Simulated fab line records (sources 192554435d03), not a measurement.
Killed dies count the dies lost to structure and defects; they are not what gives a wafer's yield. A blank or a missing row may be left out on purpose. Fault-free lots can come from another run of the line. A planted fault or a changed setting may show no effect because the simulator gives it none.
What tool caused it? | flow n5 finfet | 9 lots, 24 wafers sampled, at 5 steps of a route of 1938

## WHAT EACH GAUGE READ, for each wafer
N5_BEOL_M3_CD_MEAS_28: target cd 25.7 nm, target cd y 23.3 nm. Usual: 25.74 nm for cd nm, sd 0.24.
lot  | measured     | on        | cd nm (nm)        | flag
L603 | day 8 18:56  | cd sem-03 | 25.83 25.92 25.86 |
L604 | day 9 03:21  | cd sem-03 | 26.28 25.37 25.72 |
L605 | day 9 10:47  | cd sem-03 | 26.27 25.94 26.13 |
L607 | day 9 20:38  | cd sem-01 | 25.92 25.58       |
L608 | day 10 02:13 | cd sem-03 | 26.03 25.57       |
L615 | day 11 11:06 | cd sem-02 | 25.95 26.05 25.69 |
L618 | day 12 19:55 | cd sem-03 | 25.80 25.80       |
L620 | day 12 23:44 | cd sem-03 | 25.22 25.84 26.10 |
L619 | day 13 01:55 | cd sem-02 | 25.92 26.11 25.70 |

N5_BEOL_M4_RC_MEAS_101. Usual: DIBL_N 36.5 mV/V, standard deviation 1.8; DIBL_P 36.5 mV/V, standard deviation 2.1; IOFF_N 0.17 nA/um, standard deviation 0.031; IOFF_P 0.22 nA/um, standard deviation 0.036; ION_N 677 uA/um, standard deviation 11; ION_P 463 uA/um, standard deviation 8; SS_N 71.6 mV/dec, standard deviation 0.61; SS_P 73.3 mV/dec, standard deviation 0.63; VT_N 249 mV, standard deviation 3.1; VT_P -250 mV, standard deviation 3.3.
lot  | measured     | on        | DIBL_N (mV/V)  | DIBL_P (mV/V)  | IOFF_N (nA/um) | IOFF_P (nA/um) | ION_N (uA/um) | ION_P (uA/um) | SS_N (mV/dec)  | SS_P (mV/dec)  | VT_N (mV)   | VT_P (mV)      | flag
L603 | day 9 20:15  | prober-02 | 35.0 35.7 33.9 | 35.6 36.2 34.9 | 0.13 0.15 0.13 | 0.19 0.20 0.18 | 667 678 675   | 465 467 463   | 70.8 71.3 70.9 | 73.1 73.9 72.5 | 249 249 251 | -251 -253 -251 |
L604 | day 9 19:58  | prober-01 | 36.8 33.8 35.6 | 35.8 32.8 34.7 | 0.16 0.12 0.15 | 0.21 0.16 0.19 | 675 673 670   | 460 459 461   | 71.4 71.0 71.0 | 73.3 72.4 72.5 | 248 251 249 | -249 -254 -248 |
L605 | day 10 03:37 | prober-02 | 35.0 35.3 36.3 | 34.7 34.6 35.7 | 0.15 0.16 0.16 | 0.20 0.20 0.21 | 676 677 678   | 462 465 462   | 71.1 70.5 71.2 | 73.3 72.5 73.3 | 247 246 250 | -251 -251 -251 |
L607 | day 10 20:40 | prober-01 | 36.4 37.4      | 35.0 35.6      | 0.18 0.20      | 0.20 0.21      | 679 672       | 454 452       | 71.9 71.6      | 72.7 73.1      | 246 246     | -252 -252      |
L608 | day 11 03:46 | prober-02 | 35.7 38.2      | 35.7 37.1      | 0.16 0.19      | 0.20 0.22      | 676 681       | 461 461       | 71.6 71.7      | 73.1 73.4      | 248 249     | -251 -252      |
L615 | day 12 13:29 | prober-02 | 38.7 35.6 38.0 | 39.5 35.4 37.7 | 0.19 0.13 0.17 | 0.25 0.19 0.22 | 680 669 669   | 469 461 460   | 71.8 71.8 72.6 | 73.7 73.0 73.1 | 247 253 249 | -249 -252 -249 |
L618 | day 13 21:04 | prober-02 | 33.1 36.2      | 32.2 36.9      | 0.11 0.17      | 0.17 0.22      | 649 664       | 458 463       | 70.5 72.0      | 72.9 72.4      | 253 251     | -252 -249      |
L620 | day 14 23:12 | prober-01 | 37.0 40.1 38.5 | 35.4 39.8 38.1 | 0.15 0.20 0.18 | 0.20 0.28 0.25 | 662 673 667   | 456 465 461   | 72.7 72.6 71.9 | 72.6 74.4 73.8 | 253 251 248 | -251 -245 -247 |
L619 | day 14 00:46 | prober-02 | 36.9 38.9 35.3 | 37.0 39.9 35.8 | 0.17 0.21 0.16 | 0.25 0.29 0.22 | 673 687 683   | 465 476 472   | 71.8 72.7 71.2 | 73.1 73.8 72.8 | 247 247 250 | -246 -243 -248 |

## WHAT TOOL EACH LOT RAN ON (gives the tool, then ch and the chambers of the sampled wafers, and finally the start)
lot  | N5_BEOL_M3_DESCUM_33               | N5_BEOL_M3_ETCH_70                 | N5_BEOL_M3_ETCH_41
L603 | rie diel-02 ch 1,3, day 8 19:05    | rie diel-01 ch 2,3, day 9 04:58    | rie diel-01 ch 2,3, day 9 20:15 or earlier
L604 | rie diel-06 ch 1,2,3, day 9 03:28  | rie diel-06 ch 1,3, day 9 05:26    | rie diel-06 ch 1,3, day 9 19:58 or earlier
L605 | rie diel-01 ch 0,1,2, day 9 11:01  | rie diel-01 ch 0,1,2, day 9 11:27  | rie diel-01 ch 0,1,2, day 10 03:37 or earlier
L607 | rie diel-01 ch 0,2, day 9 20:46    | rie diel-01 ch 0,1, day 9 23:26    | rie diel-01 ch 0,1, day 10 20:40 or earlier
L608 | rie diel-06 ch 2,3, day 10 02:21   | rie diel-01 ch 1,2, day 10 04:35   | rie diel-01 ch 1,2, day 11 03:46 or earlier
L615 | rie diel-02 ch 1,2,3, day 11 11:14 | rie diel-02 ch 0,1,2, day 11 22:12 | rie diel-02 ch 0,1,2, day 12 13:29 or earlier
L618 | rie diel-02 ch 0,2, day 12 20:02   | rie diel-06 ch 2,3, day 13 07:13   | rie diel-06 ch 2,3, day 13 21:04 or earlier
L620 | rie diel-02 ch 0,2, day 12 23:51   | rie diel-06 ch 0,1,3, day 13 10:21 | rie diel-06 ch 0,1,3, day 14 23:12 or earlier
L619 | rie diel-02 ch 0,1,3, day 13 02:02 | rie diel-01 ch 1,2,3, day 13 07:37 | rie diel-01 ch 1,2,3, day 14 00:46 or earlier
- N5_BEOL_M3_DESCUM_33: chemistry O2, time 7 s.
- N5_BEOL_M3_ETCH_70: etches SOC in N2/H2, target depth 80 nm, overetch 16 nm, time 120 s.
- N5_BEOL_M3_ETCH_41: etches SiCN in CH3F/O2, target depth 29.9 nm, time 52.5 s.

## WHAT THE TOOLS THEMSELVES READ (means of the sampled wafers that have a number; where no wafer has one, the mark that the record gives instead)
N5_BEOL_M3_DESCUM_33. Usual: drypump motor current A 5.7 A, standard deviation 0.43; oes product au 0.77 a.u., standard deviation 0.089; rf vpp V 243.2 V, standard deviation 1.4; showerhead plenum p Torr 2.10 Torr, standard deviation 0.069; throttle valve pct 20.44 %, standard deviation 0.25.
lot  | tool        | drypump motor current A (A) | oes product au (a.u.) | rf vpp V (V) | showerhead plenum p Torr (Torr) | throttle valve pct (%) | flag
L603 | rie diel-02 | 5.6                         | 0.74                  | 241.6        | 2.03                            | 20.28                  |
L604 | rie diel-06 | 5.4                         | 0.75                  | 244.0        | 2.12                            | 20.41                  |
L605 | rie diel-01 | 5.8                         | 0.79                  | 242.9        | 2.08                            | 20.37                  |
L607 | rie diel-01 | 5.4                         | 0.76                  | 244.1        | 2.09                            | 20.43                  |
L608 | rie diel-06 | 5.3                         | 0.78                  | 244.2        | 2.13                            | 20.41                  |
L615 | rie diel-02 | 5.8                         | 0.70                  | 243.0        | 2.07                            | 20.45                  |
L618 | rie diel-02 | 5.8                         | 0.80                  | 245.8        | 2.19                            | 20.62                  |
L620 | rie diel-02 | 5.9                         | 0.84                  | 244.8        | 2.20                            | 20.61                  |
L619 | rie diel-02 | 5.8                         | 0.87                  | 244.0        | 2.09                            | 20.34                  |

N5_BEOL_M3_ETCH_70. Usual: drypump motor current A 5.7 A, standard deviation 0.4; h2 flow sccm 200.1 sccm, standard deviation 0.66; oes product au 0.60 a.u., standard deviation 0.07; rf vpp V 524.1 V, standard deviation 2.3; run length s 143.1 s, standard deviation 0.48; showerhead plenum p Torr 2.54 Torr, standard deviation 0.079; throttle valve pct 17.80 %, standard deviation 0.22.
lot  | tool        | drypump motor current A (A) | h2 flow sccm (sccm) | oes product au (a.u.) | rf vpp V (V) | run length s (s) | showerhead plenum p Torr (Torr) | throttle valve pct (%) | flag
L603 | rie diel-01 | 5.8                         | 200.1               | 0.61                  | 525.5        | 142.9            | 2.61                            | 17.65                  |
L604 | rie diel-06 | 5.5                         | 200.3               | 0.56                  | 523.9        | 143.7            | 2.54                            | 17.74                  |
L605 | rie diel-01 | 5.8                         | 199.5               | 0.61                  | 523.5        | 142.6            | 2.52                            | 17.75                  |
L607 | rie diel-01 | 5.9                         | 200.1               | 0.73                  | 523.1        | 121.4            | 2.51                            | 17.74                  | OFF
L608 | rie diel-01 | 6.0                         | 201.0               | 0.71                  | 524.0        | 121.6            | 2.51                            | 17.73                  | OFF
L615 | rie diel-02 | 5.6                         | 200.1               | 0.61                  | 524.0        | 143.2            | 2.59                            | 17.86                  |
L618 | rie diel-06 | 5.3                         | 199.6               | 0.57                  | 526.5        | 143.4            | 2.59                            | 17.86                  |
L620 | rie diel-06 | 5.6                         | 199.9               | 0.67                  | 522.9        | 143.6            | 2.51                            | 17.57                  |
L619 | rie diel-01 | 6.0                         | 200.1               | 0.60                  | 524.0        | 142.6            | 2.54                            | 17.70                  |

N5_BEOL_M3_ETCH_41. Usual: drypump motor current A 5.7 A, standard deviation 0.4; oes product au 0.78 a.u., standard deviation 0.096; rf vpp V 297.4 V, standard deviation 1.5; run length s 75.6 s, standard deviation 0.49; showerhead plenum p Torr 2.01 Torr, standard deviation 0.062; throttle valve pct 16.33 %, standard deviation 0.25.
lot  | tool        | drypump motor current A (A) | oes product au (a.u.) | rf vpp V (V) | run length s (s) | showerhead plenum p Torr (Torr) | throttle valve pct (%) | flag
L603 | rie diel-01 | 5.8                         | 0.78                  | 298.4        | 75.4             | 2.06                            | 16.20                  |
L604 | rie diel-06 | 5.5                         | 0.73                  | 296.8        | 76.2             | 1.99                            | 16.26                  |
L605 | rie diel-01 | 5.8                         | 0.80                  | 298.1        | 75.0             | 1.99                            | 16.30                  |
L607 | rie diel-01 | 5.9                         | 0.82                  | 297.6        | 75.1             | 1.99                            | 16.37                  |
L608 | rie diel-01 | 6.0                         | 0.79                  | 297.0        | 75.3             | 1.98                            | 16.16                  |
L615 | rie diel-02 | 5.6                         | 0.80                  | 297.2        | 75.5             | 2.03                            | 16.36                  |
L618 | rie diel-06 | 5.3                         | 0.76                  | 297.9        | 76.2             | 2.04                            | 16.42                  |
L620 | rie diel-06 | 5.6                         | 0.88                  | 297.2        | 76.2             | 1.98                            | 16.06                  |
L619 | rie diel-01 | 6.0                         | 0.77                  | 297.0        | 75.4             | 2.01                            | 16.23                  |

## THE ANSWER, worked out from the rows above alone
Rule: lot off if the mean of its wafers having a number is beyond 3 standard deviations from the usual mean. Also off: a lot with no number at a reading for which 4 or more lots have one. All remaining lots with rows at the step are treated as sound. Order of review: gauges by route order, followed by the tools' own readings, for which a lot's mean as printed above is used. The first step at which some lot is off is used, and at that step the reading that is off furthest; a lot without a number counts as furthest.
Off at N5_BEOL_M3_ETCH_70 (run length s): L607, L608.
If a tool, at that step or one of the process steps before it, ran each lot that is off and ran no sound lot following the first of them, it fits. Of those tried, none fits.

## WHAT HAD BEEN PUT IN BY THE SIMULATOR
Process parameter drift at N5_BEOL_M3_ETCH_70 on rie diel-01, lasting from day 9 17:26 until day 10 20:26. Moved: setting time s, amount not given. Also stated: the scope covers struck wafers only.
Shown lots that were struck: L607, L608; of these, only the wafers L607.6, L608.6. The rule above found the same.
